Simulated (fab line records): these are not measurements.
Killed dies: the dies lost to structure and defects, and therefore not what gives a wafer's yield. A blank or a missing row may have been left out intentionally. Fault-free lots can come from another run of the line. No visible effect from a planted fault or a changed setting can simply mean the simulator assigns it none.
Matching of chambers	flow nand-harc	NHARC_A_ONON_D2_DEP_33 on pecvd-04 has 3 sister chambers
The step deposits SiO2, target thk 200 nm. 16 wafers are shown with their chamber, then 8 later ones without.

WAFERS PAIRED WITH THEIR CHAMBERS
wafer	chamber	throttle-valve-pct (%)	heater-power-w (W)	flow-sccm (sccm)
L076.1	0	14.5	647	2649
L076.3	2	15.9	374	2648
L076.5	2	16.0	374	2651
L078.2	2	16.0	375	2639
L078.3	0	14.6	661	2639
L078.5	1	15.8	602	2644
L079.3	1	15.9	469	2640
L079.5	1	16.1	480	2648
L079.6	0	14.7	672	2646
L080.1	2	16.3	384	2643
L080.4	1	15.8	586	2637
L080.6	0	14.7	604	2640
L086.3	2	16.4	348	2653
L086.5	0	14.7	623	2656
L086.6	1	16.3	611	2664
L089.2	0	15.0	581	2644

SIGNATURES (means of the wafers above)
reading	chamber 0	chamber 1	chamber 2	scatter within a chamber
throttle-valve-pct	14.700	15.980	16.120	0.199
heater-power-w	631.33	549.60	371.00	44.8
flow-sccm	2645.67	2646.60	2646.80	7.73
Rule: for a wafer and a chamber, the distance is found by dividing, reading by reading, the gap between the wafer's reading and the chamber's mean by the reading's scatter, squaring, summing and taking the root. If the next closest chamber is less than 2 further off than the closest, the wafer can't be placed; otherwise it belongs to the closest. The scatter is the square root of a quotient: the sum, over the shown wafers, of each reading's squared deviation from its chamber's mean, divided by wafers minus chambers.

WAFERS WITHOUT THEIR CHAMBER
wafer	throttle-valve-pct (%)	heater-power-w (W)	flow-sccm (sccm)
L089.4	14.9	576	2641
L089.5	16.8	328	2648
L094.2	15.6	422	2642
L094.3	14.6	604	2652
L094.4	15.6	431	2663
L096.1	14.7	563	2657
L096.4	14.7	574	2648
L096.6	15.7	426	2630

THE CHAMBER EACH PASSED THROUGH
wafer	from the rows above	in truth
L089.4	0	0
L089.5	2	2
L094.2	can't be placed: 2 or 1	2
L094.3	0	0
L094.4	can't be placed: 2 or 1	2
L096.1	0	0
L096.4	0	0
L096.6	can't be placed: 2 or 1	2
5 of 8 placed correctly. Can't be placed from these rows: 3 (the true chamber is among the candidates in 3). Wrongly placed: 0.
